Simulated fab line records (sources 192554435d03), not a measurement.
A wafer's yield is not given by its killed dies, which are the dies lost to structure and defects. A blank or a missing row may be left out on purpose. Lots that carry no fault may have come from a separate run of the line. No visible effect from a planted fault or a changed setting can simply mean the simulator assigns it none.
Chamber matching    flow n5_finfet    rie_diel-04 running N5_FIN_CUT_ETCH_21: 4 sister chambers
The step etches SOC in N2/H2, target depth 219 nm, overetch 43.8 nm, time 523.5 s. 8 wafers are shown with their chamber, then 7 later ones without.

== WAFERS, EACH WITH ITS CHAMBER ==
wafer   chamber  showerhead_plenum_p_Torr (Torr)  throttle_valve_pct (%)
L074.3  0        2.55                             17.63
L080.2  0        2.55                             17.64
L081.2  3        2.44                             17.75
L081.3  1        2.49                             18.10
L083.5  3        2.44                             17.76
L083.6  2        2.65                             17.58
L089.1  1        2.48                             18.13
L089.2  2        2.65                             17.59

== WAFERS WHOSE CHAMBER IS MISSING ==
wafer   showerhead_plenum_p_Torr (Torr)  throttle_valve_pct (%)
L089.4  2.44                             17.77
L094.1  2.48                             18.14
L094.2  2.43                             17.79
L094.3  2.54                             17.69
L097.1  2.54                             17.69
L097.3  2.48                             18.14
L097.6  2.54                             17.69

== EACH ONE'S CHAMBER ==
wafer   from the rows above  in truth
L089.4  3                    3
L094.1  1                    1
L094.2  3                    3
L094.3  0                    0
L097.1  0                    0
L097.3  1                    1
L097.6  0                    0
Correct placement for 7 of the 7. Can't be placed from these rows: 0. Number placed wrongly: 0.
How it was worked out, from the rows above alone: a wafer's distance from a chamber is the root of the sum, over the readings, of the square of ((its reading less the chamber's mean) divided by the reading's scatter). If the next closest chamber is less than 2 further off than the closest, the wafer can't be placed; otherwise it belongs to the closest. For every chamber, the mean is computed from those of its wafers that are shown. How the scatter is found: for the shown wafers, subtract from each reading the mean of its chamber, square and add these, divide the total by (wafers less chambers), then take the root.
